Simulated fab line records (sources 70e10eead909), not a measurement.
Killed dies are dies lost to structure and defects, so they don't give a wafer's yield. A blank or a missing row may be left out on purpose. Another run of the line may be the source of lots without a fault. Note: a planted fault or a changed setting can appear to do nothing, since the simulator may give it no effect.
fab line records	flow nand-harc
record lots=6	wafers=18	last-day=23
route steps=1159 shown A_SLIT@801 A_SIN_REMOVE@804 A_WL_FILL@809 A_CONTACT@840 END@1159
lots that met no fault: taken from a fault-free run of the same line
start-h: the number of hours between the record's first day and the start of the first shown wafer of the lot	wait-h: hours since the lot's step before	" as in the row above	L1.1+2: a row that stands for several wafers	- no value, or no start given	* or withheld: withheld	< > ~ a bound
route shown NAME@n: NAME is a module with steps in the file, n the number in the route of the first one	usual: average and standard deviation across the fault-free wafers	same: alike in all rows	chamber/n: place in a boat	sites: the reading at each site	_std_site: how widely they spread, as a standard deviation	_edge_site: the outer-site mean with the inner-site mean subtracted	radius-mm: how far each site lies from the wafer's centre	mask NAME#n: copy n	behind: the tool/chamber that last shaped the wafer	hold: the reason the lot was held/the length of the hold in hours/how it ended	device: names the non-switching transistor (n, p or np)	end of line: the tests these same wafers got at the end of their route	step lacking rows: just its recipe	killed: dies that structure and defects cost at the first sort, which is not the same as the wafer's yield	map: shows each die of a wafer: x if killed, . if not, _ if none is there
set.NAME: the run value of the setting; set.NAME@STEP: its run value at that earlier step	model.NAME: the simulator's own value behind a step, which no gauge read
lots at some steps of the route; a table a step, a row a wafer
services: from which hour (start-h, from the record's first day; less than 0 if before it) a tool's chamber was out of use, for how many hours, and why
## steps
# step NHARC_A_SLIT_PRECLEAN_19
# recipe time-s=*	temp-c=50	bath-age-min=0	chemistry=SC1
# step NHARC_A_SLIT_SRD_20
# step NHARC_A_SLIT_CD_MEAS_21
# usual cd-nm=289.7/0.74
lot.wafer	tool	chamber	start-h	wait-h	cd-nm
L673.2	cd-sem-03	-	367.38	-	290.8
L673.4	"	-	"	"	290.3
L673.6	"	-	"	"	291.0
L676.3	cd-sem-03	-	377.43	-	289.9
L676.4	"	-	"	"	289.2
L676.6	"	-	"	"	289.6
L677.2	cd-sem-02	-	399.81	-	289.9
L677.4	"	-	"	"	289.7
L677.5	"	-	"	"	289.9
L681.1	cd-sem-03	-	413.86	-	288.7
L681.3	"	-	"	"	289.5
L681.6	"	-	"	"	289.4
L682.1	cd-sem-01	-	419.69	-	289.0
L682.3	"	-	"	"	289.1
L682.6	"	-	"	"	289.4
L686.3	cd-sem-02	-	435.89	-	290.3
L686.4	"	-	"	"	291.1
L686.6	"	-	"	"	291.5
# step NHARC_A_SIN_REMOVE_WET_00
# recipe temp-c=160	time-s=15300	chemistry=H3PO4
# step NHARC_A_SIN_REMOVE_PRECLEAN_01
# recipe time-s=*	temp-c=50	bath-age-min=0	chemistry=SC1
# step NHARC_A_SIN_REMOVE_SRD_02
# step NHARC_A_SIN_REMOVE_INSPECT_04
# usual raw-defect-count=318/89
lot.wafer	tool	chamber	start-h	wait-h	raw-defect-count
L673.2	defect-inspect-01	-	375.15	0.0	357
L673.4	"	-	"	"	424
L673.6	"	-	"	"	582
L676.3	defect-inspect-01	-	384.67	0.0	352
L676.4	"	-	"	"	373
L676.6	"	-	"	"	488
L677.2	defect-inspect-02	-	407.11	0.0	357
L677.4	"	-	"	"	359
L677.5	"	-	"	"	325
L681.1	defect-inspect-01	-	421.55	0.0	275
L681.3	"	-	"	"	204
L681.6	"	-	"	"	262
L682.1	defect-inspect-02	-	427.41	0.0	340
L682.3	"	-	"	"	336
L682.6	"	-	"	"	429
L686.3	defect-inspect-02	-	443.61	0.0	304
L686.4	"	-	"	"	331
L686.6	"	-	"	"	323
# step NHARC_A_WL_FILL_ALD_00
# recipe target-thk-a=30	pulse-time-s=3	ald-cycles=30	temp-c=300	material=Al2O3
# step NHARC_A_WL_FILL_RTA_01
# recipe temp-c=1000	time-s=5
# usual lamp-power-pct=28.0/1	wafer_temp_C_max=1006.1/2.5
lot.wafer	tool	chamber	start-h	wait-h	lamp-power-pct	wafer_temp_C_max
L673.2	rtp-anneal-01	0	378.09	-	26.7	1008.5
L673.4	"	0	"	"	26.6	1006.0
L673.6	"	0	"	"	26.6	1007.0
L676.3	rtp-anneal-02	0	385.67	-	28.8	1003.7
L676.4	"	0	"	"	28.8	1004.9
L676.6	"	0	"	"	28.8	1004.4
L677.2	rtp-anneal-02	0	407.46	-	28.7	1004.0
L677.4	"	0	"	"	28.7	1004.8
L677.5	"	0	"	"	28.7	1004.1
L681.1	rtp-anneal-01	0	422.08	-	26.6	1007.0
L681.3	"	0	"	"	26.6	1007.5
L681.6	"	0	"	"	26.6	1007.6
L682.1	rtp-anneal-01	0	427.74	-	26.7	1007.2
L682.3	"	0	"	"	26.7	1008.4
L682.6	"	0	"	"	26.6	1008.3
L686.3	rtp-anneal-02	0	444.16	-	28.8	1002.7
L686.4	"	0	"	"	28.8	1003.8
L686.6	"	0	"	"	28.8	1003.9
# step NHARC_A_WL_FILL_ALD_02
# recipe target-thk-a=20	pulse-time-s=3	ald-cycles=100	temp-c=450	material=TiN
# step NHARC_A_WL_FILL_CVD_03
# recipe target-thk-a=400	temp-c=300	pressure-torr=40	wf6-flow-sccm=40	h2-flow-sccm=1600	ar-flow-sccm=1560	time-s=3302	material=W
# usual heater-power-outer-w=287/29	heater-power-w=495/16	throttle-valve-pct=8.0/0.32
lot.wafer	tool	chamber	start-h	wait-h	heater-power-outer-w	heater-power-w	throttle-valve-pct
L673.2	cvd-w-01	0	382.08	3.3	269	485	7.9
L673.4	"	1	"	"	326	518	8.7
L673.6	"	1	"	"	327	516	8.5
L676.3	cvd-w-02	1	394.42	8.2	265	491	8.0
L676.4	"	0	"	"	274	482	7.7
L676.6	"	1	"	"	256	489	7.6
L677.2	cvd-w-01	1	408.08	0.1	334	526	8.6
L677.4	"	0	409.50	1.5	262	485	7.6
L677.5	"	1	"	"	331	510	8.3
L681.1	cvd-w-01	0	426.35	3.7	268	496	7.6
L681.3	"	0	"	"	259	492	7.7
L681.6	"	1	"	"	331	513	8.4
L682.1	cvd-w-02	1	428.43	0.1	260	501	7.7
L682.3	"	0	429.83	1.5	270	483	8.0
L682.6	"	1	"	"	270	504	7.8
L686.4	cvd-w-02	0	445.70	1.0	278	467	7.6
L686.3	"	1	"	"	259	502	7.9
L686.6	"	0	"	"	282	480	7.7
# step NHARC_A_WL_FILL_ETCHBACK_04
# recipe target-depth-a=600	time-s=120	chemistry=NF3
# step NHARC_A_WL_FILL_ETCHBACK_05
# recipe target-depth-a=220	time-s=60	temp-c=40	chemistry=Cl2/BCl3
# step NHARC_A_WL_FILL_STRIP_27
# recipe power-w=1500	temp-c=250	time-s=20	chemistry=N2/H2
# step NHARC_A_WL_FILL_STRIP_28
# recipe time-s=1200	temp-c=72.5	chemistry=post-etch-residue-remover
# step NHARC_A_WL_FILL_PRECLEAN_06
# recipe time-s=300	chemistry=DIW
# step NHARC_A_WL_FILL_SRD_07
# step NHARC_A_WL_FILL_ANNEAL_08
# recipe temp-c=450	time-s=1800
# step NHARC_A_WL_FILL_ALD_10
# recipe target-thk-a=500	pulse-time-s=10	ald-cycles=500	temp-c=300	material=SiO2
# usual heater-power-outer-w=270/28	heater-power-w=483/46	precursor-pulse-height-rel=1.002/0.019
lot.wafer	tool	chamber	start-h	wait-h	heater-power-outer-w	heater-power-w	precursor-pulse-height-rel
L673.4	ald-hk-02	2	388.75	1.1	299	538	1.007
L673.2	"	3	"	"	291	517	1.000
L673.6	"	1	390.28	2.6	251	465	0.995
L676.3	ald-hk-04	3	402.64	0.1	279	526	0.982
L676.4	"	2	404.19	1.6	259	469	1.000
L676.6	"	3	"	"	282	524	0.968
L677.4	ald-hk-02	3	418.46	0.0	307	520	1.011
L677.2	"	0	"	"	303	524	1.007
L677.5	"	0	421.05	2.6	300	525	1.013
L681.1	ald-hk-04	2	435.07	0.1	267	487	1.011
L681.3	"	3	"	"	277	528	1.053
L681.6	"	3	437.66	2.6	272	533	1.025
L682.1	ald-hk-04	2	439.21	4.2	265	473	0.949
L682.3	"	3	"	"	279	516	0.986
L682.6	"	0	"	"	211	385	1.021
L686.3	ald-hk-02	0	454.60	1.1	299	516	0.989
L686.4	"	1	"	"	253	478	0.997
L686.6	"	3	456.13	2.6	291	530	1.020
# step NHARC_A_WL_FILL_ETCHBACK_16
# recipe target-depth-a=880	time-s=17.6	c4f8-flow-sccm=withheld	o2-flow-sccm=8	ar-flow-sccm=withheld	rf-w=600	bias-w=800	chemistry=C4F8/O2/Ar
# usual oes-product-au=0.993/0.023	rf-vpp-V=724/4.3
lot.wafer	tool	chamber	start-h	wait-h	oes-product-au	rf-hours-counter-h	rf-vpp-V
L673.2	rie-diel-12	1	-	-	1.008	0.1	724
L673.6	"	3	"	"	0.996	-	718
L673.4	"	1	"	"	1.013	-	725
L676.4	rie-diel-01	3	-	-	0.998	1.9	726
L676.3	"	0	"	"	1.015	2.2	729
L676.6	"	3	"	"	1.002	-	725
L677.4	rie-diel-02	3	-	-	1.005	2.9	717
L677.2	"	1	"	"	1.008	2.8	731
L677.5	"	3	"	"	1.014	-	719
L681.3	rie-diel-01	1	-	-	1.009	2.9	728
L681.1	"	2	"	"	0.998	2.8	724
L681.6	"	0	"	"	1.004	-	730
L682.3	rie-diel-01	0	-	-	1.002	3.2	730
L682.1	"	3	"	"	1.007	3.0	723
L682.6	"	0	"	"	1.006	-	730
L686.3	rie-diel-01	3	-	-	1.005	3.6	725
L686.4	"	1	"	"	0.999	3.6	729
L686.6	"	0	"	"	1.004	-	730
# step NHARC_A_WL_FILL_STRIP_29
# recipe time-s=20	o2-flow-sccm=500	ar-flow-sccm=0	bias-w=0	chemistry=O2
# usual drypump-motor-current-A=5.6/0.57	oes-product-au=1.002/0.0094	rf-vpp-V=57.9/0.99	showerhead-plenum-p-Torr=3.56/0.15	throttle-valve-pct=17.036/0.0094
lot.wafer	tool	chamber	start-h	wait-h	drypump-motor-current-A	oes-product-au	rf-hours-counter-h	rf-vpp-V	showerhead-plenum-p-Torr	throttle-valve-pct
L673.2	rie-diel-12	1	392.45	0.1	4.9	1.002	0.1	57.2	3.57	17.031
L673.6	"	0	"	"	6.3	0.997	-	57.3	3.42	17.024
L673.4	"	1	"	"	4.9	1.006	-	58.4	3.57	17.034
L676.3	rie-diel-01	0	407.41	0.1	4.9	1.007	2.2	58.7	3.77	17.037
L676.4	"	1	"	"	5.7	1.006	2.1	58.6	3.71	17.046
L676.6	"	0	"	"	4.9	1.004	-	58.0	3.77	17.042
L677.4	rie-diel-02	0	423.21	0.1	6.8	0.983	2.9	56.4	3.41	17.037
L677.2	"	1	"	"	5.7	1.015	2.8	57.5	3.76	17.038
L677.5	"	1	"	"	5.7	1.007	-	57.9	3.76	17.037
L681.1	rie-diel-01	0	439.82	0.1	5.0	1.011	3.1	57.5	3.77	17.033
L681.3	"	3	"	"	5.3	1.003	3.0	56.9	3.56	17.044
L681.6	"	1	"	"	5.7	1.001	-	56.9	3.71	17.045
L682.1	rie-diel-01	1	443.04	0.2	5.7	0.994	3.0	58.4	3.71	17.036
L682.3	"	3	"	"	5.3	1.009	3.1	58.0	3.56	17.039
L682.6	"	0	"	"	4.9	1.005	-	59.0	3.77	17.035
L686.4	rie-diel-01	1	458.28	0.1	5.7	1.003	3.6	59.3	3.71	17.051
L686.3	"	2	"	"	5.3	1.003	3.4	57.7	3.54	17.025
L686.6	"	0	"	"	4.9	1.009	-	57.9	3.77	17.016
# step NHARC_A_WL_FILL_ETCHBACK_17
# recipe target-depth-a=40	time-s=26.7	chemistry=Cl2/BCl3
# step NHARC_A_WL_FILL_PRECLEAN_18
# recipe time-s=30	chemistry=dHF
# step NHARC_A_WL_FILL_SRD_21
# step NHARC_A_WL_FILL_CVD_23
# recipe target-thk-a=400	temp-c=620	pressure-mtorr=200	time-s=800	material=poly-Si
# step NHARC_A_WL_FILL_ETCHBACK_26
# recipe target-depth-a=520	time-s=13.3	hbr-flow-sccm=150	rf-w=350	icp-w=350	bias-w=60	chemistry=HBr
# usual drypump-motor-current-A=5.8/0.41	oes-product-au=0.999/0.012	throttle-valve-pct=23.267/0.01
lot.wafer	tool	chamber	start-h	wait-h	drypump-motor-current-A	oes-product-au	rf-hours-counter-h	throttle-valve-pct
L673.2	rie-si-03	0	397.77	0.4	6.0	1.008	0.4	23.285
L673.6	"	0	"	"	6.0	1.023	-	23.276
L673.4	"	2	"	"	5.8	0.997	-	23.270
L676.3	rie-si-04	1	412.86	0.4	6.0	0.988	0.8	23.261
L676.4	"	2	"	"	6.0	1.011	0.9	23.267
L676.6	"	0	"	"	5.6	0.999	-	23.255
L677.2	rie-si-03	1	428.50	0.4	5.4	0.986	0.5	23.270
L677.4	"	1	"	"	5.4	0.993	-	23.241
L677.5	"	0	"	"	6.1	1.010	-	23.260
L681.1	rie-si-03	1	445.31	0.4	5.4	0.983	0.7	23.273
L681.3	"	0	"	"	6.1	0.999	0.8	23.269
L681.6	"	2	"	"	5.8	0.980	-	23.261
L682.3	rie-si-01	0	448.16	0.4	5.5	0.998	1.1	23.289
L682.1	"	1	"	"	5.1	1.014	1.3	23.267
L682.6	"	1	"	"	5.1	1.016	-	23.278
L686.3	rie-si-01	0	463.77	0.4	5.6	0.999	1.3	23.264
L686.4	"	0	"	"	5.5	0.993	-	23.261
L686.6	"	1	"	"	5.0	1.015	-	23.278
# step NHARC_A_WL_FILL_PRECLEAN_30
# recipe time-s=10	chemistry=dHF
# step NHARC_A_WL_FILL_SRD_14
# step NHARC_A_WL_FILL_ALD_19
# recipe target-thk-a=20	pulse-time-s=3	ald-cycles=100	temp-c=450	material=TiN
# step NHARC_A_WL_FILL_CVD_20
# recipe target-thk-a=750	temp-c=300	pressure-torr=40	wf6-flow-sccm=40	h2-flow-sccm=1600	ar-flow-sccm=1560	time-s=5064	material=W
# step NHARC_A_WL_FILL_CMP_12
# recipe t-overpolish-s=30	target-thk-nm=75
# step NHARC_A_WL_FILL_SRD_31
# step NHARC_A_WL_FILL_INSPECT_15
# usual raw-defect-count=379/130
lot.wafer	tool	chamber	start-h	wait-h	raw-defect-count
L673.2	defect-inspect-01	-	406.40	0.0	513
L673.4	"	-	"	"	451
L673.6	"	-	"	"	489
L676.3	defect-inspect-01	-	422.41	0.0	276
L676.4	"	-	"	"	385
L676.6	"	-	"	"	449
L677.2	defect-inspect-02	-	437.01	0.0	505
L677.4	"	-	"	"	591
L677.5	"	-	"	"	526
L681.1	defect-inspect-01	-	452.92	0.0	296
L681.3	"	-	"	"	374
L681.6	"	-	"	"	517
L682.1	defect-inspect-02	-	455.36	0.0	379
L682.3	"	-	"	"	613
L682.6	"	-	"	"	383
L686.3	defect-inspect-01	-	473.39	0.0	240
L686.4	"	-	"	"	231
L686.6	"	-	"	"	256
# step NHARC_A_CONTACT_DEP_24
# recipe target-thk-a=5000	temp-c=400	pressure-torr=6.5	rf-w=900	teos-flow-sccm=161.4	flow-sccm=2650	target-thk-nm=500	gas=O2	material=SiO2
# step NHARC_A_CONTACT_DEP_28
# recipe target-thk-a=36000	temp-c=400	material=aC
# step NHARC_END_SORT_01
# recipe temp-c=25
# usual killed-at-array=26/10	killed-at-other=0.8/1.1	killed-at-periphery=3.3/2.6	killed-dies=30/11	killed-open=3.4/1.8	killed-short=2.0/1.3
# same gross-dies=677
lot.wafer	tool	chamber	start-h	wait-h	killed-at-array	killed-at-other	killed-at-periphery	killed-dies	killed-open	killed-short
L673.2	prober-01	0	481.87	2.8	16	0	6	22	1	0
L673.4	prober-01	0	483.47	3.4	18	2	3	23	4	1
L673.6	prober-01	0	485.06	4.0	17	4	7	28	3	2
L677.4	prober-01	0	517.03	3.4	673	1	3	677	2	3
L681.1	prober-01	0	529.06	2.5	672	1	4	677	5	1
L681.3	prober-01	0	530.68	3.1	674	0	3	677	3	2
L681.6	prober-01	0	533.10	4.0	34	3	5	42	2	1
L682.1	prober-02	0	540.54	2.5	44	0	1	45	2	1
L682.3	prober-02	0	542.16	3.1	37	3	0	40	2	3
L682.6	prober-02	0	544.59	4.0	36	2	1	39	3	0
# killed by level:class
L673.2 A_STAIRCASE:chamber-film-flake=7 P_M2:chamber-film-flake=5 A_CHANNEL_HOLE_D1:chamber-film-flake=5 A_CONTACT:chamber-film-flake=4 P_CONTACT:geometric-particle:open=1
L673.4 A_STAIRCASE:chamber-film-flake=5 A_WL_FILL:chamber-film-flake=3 A_CHANNEL_HOLE_D1:chamber-film-flake=2 A_CONTACT:chamber-film-flake=2 THIN_TSV:chamber-film-flake=2 A_CHANNEL_FILL_D1:geometric-particle:open=1 A_WL_FILL:geometric-particle:short=1 A_WL_FILL:geometric-particle:open=1
L673.6 A_STAIRCASE:chamber-film-flake=8 P_M2:chamber-film-flake=4 THIN_TSV:chamber-film-flake=4 A_CONTACT:chamber-film-flake=3 P_GATE:geometric-particle:open=1 P_M0:geometric-particle:open=1 A_SGD_CUT:geometric-particle:short=1 A_CONTACT:geometric-particle:open=1
L677.4 A_WL_FILL:area-cvd=644 A_SLIT:chamber-film-flake=12 A_CHANNEL_HOLE_D1:chamber-film-flake=7 A_STAIRCASE:chamber-film-flake=4 A_CONTACT:chamber-film-flake=3 P_CONTACT:geometric-particle:short=1 P_M1:geometric-particle:short=1 A_CONTACT:geometric-particle:open=1
L681.1 A_WL_FILL:area-cvd=644 A_SLIT:chamber-film-flake=11 A_CHANNEL_HOLE_D1:chamber-film-flake=6 P_M1:chamber-film-flake=4 A_BONDPAD:chamber-film-flake=3 A_WL_FILL:geometric-particle:open=2 A_CONTACT:geometric-particle:open=2 A_CONTACT:chamber-film-flake=2
L681.3 A_WL_FILL:area-cvd=636 A_SLIT:chamber-film-flake=16 A_CONTACT:chamber-film-flake=9 A_CHANNEL_HOLE_D1:chamber-film-flake=4 P_M1:chamber-film-flake=3 A_CONTACT:geometric-particle:open=2 A_STAIRCASE:chamber-film-flake=2 A_BONDPAD:chamber-film-flake=2
L681.6 A_SLIT:chamber-film-flake=17 A_CHANNEL_HOLE_D1:chamber-film-flake=5 A_CONTACT:chamber-film-flake=5 P_M1:chamber-film-flake=4 A_BONDPAD:chamber-film-flake=4 THIN_TSV:chamber-film-flake=2 P_GATE:geometric-particle:short=1 A_ONON_D1:geometric-particle:open=1
L682.1 A_SLIT:chamber-film-flake=18 A_CHANNEL_HOLE_D1:chamber-film-flake=8 A_SGD_CUT:chamber-film-flake=8 A_STAIRCASE:chamber-film-flake=4 A_CONTACT:chamber-film-flake=3 A_ONON_D1:geometric-particle:open=1 A_ONON_D1:geometric-particle:short=1 A_CHANNEL_HOLE_D1:geometric-particle:open=1
L682.3 A_SLIT:chamber-film-flake=18 A_CHANNEL_HOLE_D1:chamber-film-flake=5 A_SGD_CUT:chamber-film-flake=5 A_CONTACT:chamber-film-flake=3 THIN_TSV:chamber-film-flake=3 A_ONON_D1:geometric-particle:short=2 A_CONTACT:geometric-particle:open=2 A_CONTACT:geometric-particle:short=1
L682.6 A_SLIT:chamber-film-flake=21 A_SGD_CUT:chamber-film-flake=9 A_CHANNEL_HOLE_D1:chamber-film-flake=3 A_CONTACT:geometric-particle:open=2 THIN_TSV:chamber-film-flake=2 P_CONTACT:geometric-particle:open=1 A_STAIRCASE:chamber-film-flake=1
# map L677.4 (x killed, . not)
____________x____________
_________xxxxxxx_________
_______xxxxxxxxxxx_______
______xxxxxxxxxxxxx______
_____xxxxxxxxxxxxxxx_____
____xxxxxxxxxxxxxxxxx____
____xxxxxxxxxxxxxxxxx____
___xxxxxxxxxxxxxxxxxxx___
___xxxxxxxxxxxxxxxxxxx___
__xxxxxxxxxxxxxxxxxxxxx__
__xxxxxxxxxxxxxxxxxxxxx__
_xxxxxxxxxxxxxxxxxxxxxxx_
_xxxxxxxxxxxxxxxxxxxxxxx_
_xxxxxxxxxxxxxxxxxxxxxxx_
_xxxxxxxxxxxxxxxxxxxxxxx_
_xxxxxxxxxxxxxxxxxxxxxxx_
xxxxxxxxxxxxxxxxxxxxxxxxx
xxxxxxxxxxxxxxxxxxxxxxxxx
xxxxxxxxxxxxxxxxxxxxxxxxx
xxxxxxxxxxxxxxxxxxxxxxxxx
xxxxxxxxxxxxxxxxxxxxxxxxx
_xxxxxxxxxxxxxxxxxxxxxxx_
_xxxxxxxxxxxxxxxxxxxxxxx_
_xxxxxxxxxxxxxxxxxxxxxxx_
_xxxxxxxxxxxxxxxxxxxxxxx_
_xxxxxxxxxxxxxxxxxxxxxxx_
__xxxxxxxxxxxxxxxxxxxxx__
__xxxxxxxxxxxxxxxxxxxxx__
___xxxxxxxxxxxxxxxxxxx___
___xxxxxxxxxxxxxxxxxxx___
____xxxxxxxxxxxxxxxxx____
____xxxxxxxxxxxxxxxxx____
_____xxxxxxxxxxxxxxx_____
______xxxxxxxxxxxxx______
_______xxxxxxxxxxx_______
_________xxxxxxx_________
____________x____________
# map L681.1 (x killed, . not)
____________x____________
_________xxxxxxx_________
_______xxxxxxxxxxx_______
______xxxxxxxxxxxxx______
_____xxxxxxxxxxxxxxx_____
____xxxxxxxxxxxxxxxxx____
____xxxxxxxxxxxxxxxxx____
___xxxxxxxxxxxxxxxxxxx___
___xxxxxxxxxxxxxxxxxxx___
__xxxxxxxxxxxxxxxxxxxxx__
__xxxxxxxxxxxxxxxxxxxxx__
_xxxxxxxxxxxxxxxxxxxxxxx_
_xxxxxxxxxxxxxxxxxxxxxxx_
_xxxxxxxxxxxxxxxxxxxxxxx_
_xxxxxxxxxxxxxxxxxxxxxxx_
_xxxxxxxxxxxxxxxxxxxxxxx_
xxxxxxxxxxxxxxxxxxxxxxxxx
xxxxxxxxxxxxxxxxxxxxxxxxx
xxxxxxxxxxxxxxxxxxxxxxxxx
xxxxxxxxxxxxxxxxxxxxxxxxx
xxxxxxxxxxxxxxxxxxxxxxxxx
_xxxxxxxxxxxxxxxxxxxxxxx_
_xxxxxxxxxxxxxxxxxxxxxxx_
_xxxxxxxxxxxxxxxxxxxxxxx_
_xxxxxxxxxxxxxxxxxxxxxxx_
_xxxxxxxxxxxxxxxxxxxxxxx_
__xxxxxxxxxxxxxxxxxxxxx__
__xxxxxxxxxxxxxxxxxxxxx__
___xxxxxxxxxxxxxxxxxxx___
___xxxxxxxxxxxxxxxxxxx___
____xxxxxxxxxxxxxxxxx____
____xxxxxxxxxxxxxxxxx____
_____xxxxxxxxxxxxxxx_____
______xxxxxxxxxxxxx______
_______xxxxxxxxxxx_______
_________xxxxxxx_________
____________x____________
## services
tool	chamber	start-h	hours	kind
rie-diel-02	3	359.63	2.6	repair
ald-hk-04	-	365.94	10.0	pm
rie-diel-01	0	372.80	-	clean
rie-diel-01	1	372.80	-	clean
rie-diel-01	2	372.80	-	clean
rie-diel-01	3	372.80	-	clean
rie-si-01	3	375.23	3.9	repair
cvd-w-02	-	377.66	13.0	pm
rie-diel-12	-	379.76	9.0	pm
rie-si-04	2	396.34	5.7	repair
rie-si-03	3	396.57	52.3	repair
rie-diel-01	0	397.30	-	clean
rie-diel-01	1	397.30	-	clean
rie-diel-01	2	397.30	-	clean
rie-diel-01	3	397.30	-	clean
rie-diel-12	0	401.28	11.8	repair
ald-hk-04	-	414.73	2.1	repair
rie-si-03	1	415.07	2.2	repair
rie-diel-01	0	421.83	-	clean
rie-diel-01	1	421.83	-	clean
rie-si-04	-	453.00	9.0	pm
rie-si-01	2	455.85	16.4	repair
ald-hk-02	-	458.09	10.0	pm
rie-si-04	2	463.33	2.2	repair
## key
first-sign step=NHARC_END_SORT_01	reading=killed-at-array	direction=up	sigmas=62	usual=26	struck=673
effect step=NHARC_END_SORT_01	reading=killed-dies	direction=up	sigmas=61	usual=30	struck=677
more-kills-born-at NHARC_A_WL_FILL_CVD_03@cvd-w-01=1924
met-at NHARC_A_WL_FILL_CVD_03
struck-wafers L677.4,L681.1,L681.3
later-rows-left-out L677.4,L681.1,L681.3
tester-left-out L677,L681
onset-between 382.08 408.08
fault kind=process-parameter-drift	tool=cvd-w-01	chamber=0	onset-h=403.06	steps=NHARC_A_WL_FILL_CVD_03	channel=target-thk-a	offset=*	shape=step	end-h=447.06	acts-in=*	stated=*
# tester-left-out: of these lots the tester's yield and bins aren't shown, on N5 and GAA mostly nor the transistor test; their killed dies are dies lost to structure and defects alone, not to doping, threshold or leakage, so they don't give the yield
# later-rows-left-out: the simulator's readings of these wafers behind a module that went badly wrong aren't trusted and aren't shown, but for the sort
